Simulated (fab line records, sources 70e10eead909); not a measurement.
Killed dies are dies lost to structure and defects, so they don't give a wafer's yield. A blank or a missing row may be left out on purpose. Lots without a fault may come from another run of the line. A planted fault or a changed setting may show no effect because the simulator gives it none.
Chamber matching | flow nand_harc | NHARC_P_M1_PRE_CLEAN_32 on pecvd-04: 3 sister chambers
The step time 12 s. 22 wafers are shown with their chamber, then 11 later ones without.

WAFERS WITH THEIR CHAMBER
wafer  | chamber | heater_power_w (W)
L078.4 | 2       | 656
L078.5 | 0       | 637
L078.6 | 1       | 631
L079.1 | 1       | 597
L079.2 | 0       | 653
L079.4 | 0       | 653
L080.3 | 2       | 565
L080.4 | 2       | 562
L080.6 | 0       | 597
L082.2 | 2       | 651
L082.3 | 0       | 645
L082.4 | 2       | 674
L086.4 | 2       | 635
L086.5 | 1       | 658
L086.6 | 0       | 652
L087.2 | 1       | 629
L087.3 | 0       | 612
L087.4 | 2       | 588
L087.1 | 2       | 586
L087.5 | 0       | 628
L087.6 | 1       | 630
L093.3 | 2       | 595

SIGNATURES (means of the wafers above)
reading        | chamber 0 | chamber 1 | chamber 2 | scatter within a chamber
heater_power_w | 634.62    | 629.00    | 612.44    | 31.6
Rule: a wafer's distance from a chamber is the root of the sum, over the readings, of the square of ((its reading less the chamber's mean) divided by the reading's scatter). The wafer belongs to the nearest chamber; if the next one is less than 2 further off, it can't be placed. The scatter: the root of (the sum of the squares of (reading less its chamber's mean) over the shown wafers, divided by (wafers less chambers)).

WAFERS WITHOUT THEIR CHAMBER
wafer  | heater_power_w (W)
L093.4 | 589
L093.5 | 577
L095.4 | 586
L095.5 | 671
L095.6 | 655
L096.1 | 610
L096.3 | 586
L096.6 | 619
L096.2 | 596
L096.4 | 591
L096.5 | 604

WHICH CHAMBER EACH WENT THROUGH
wafer  | from the rows above          | in truth
L093.4 | can't be placed: 2 or 1 or 0 | 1
L093.5 | can't be placed: 2 or 1 or 0 | 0
L095.4 | can't be placed: 2 or 1 or 0 | 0
L095.5 | can't be placed: 0 or 1 or 2 | 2
L095.6 | can't be placed: 0 or 1 or 2 | 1
L096.1 | can't be placed: 2 or 1 or 0 | 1
L096.3 | can't be placed: 2 or 1 or 0 | 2
L096.6 | can't be placed: 2 or 1 or 0 | 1
L096.2 | can't be placed: 2 or 1 or 0 | 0
L096.4 | can't be placed: 2 or 1 or 0 | 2
L096.5 | can't be placed: 2 or 1 or 0 | 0
Placed correctly: 0 of 11. Can't be placed from these rows: 11 (the true chamber is among the candidates in 11). Placed wrongly: 0.
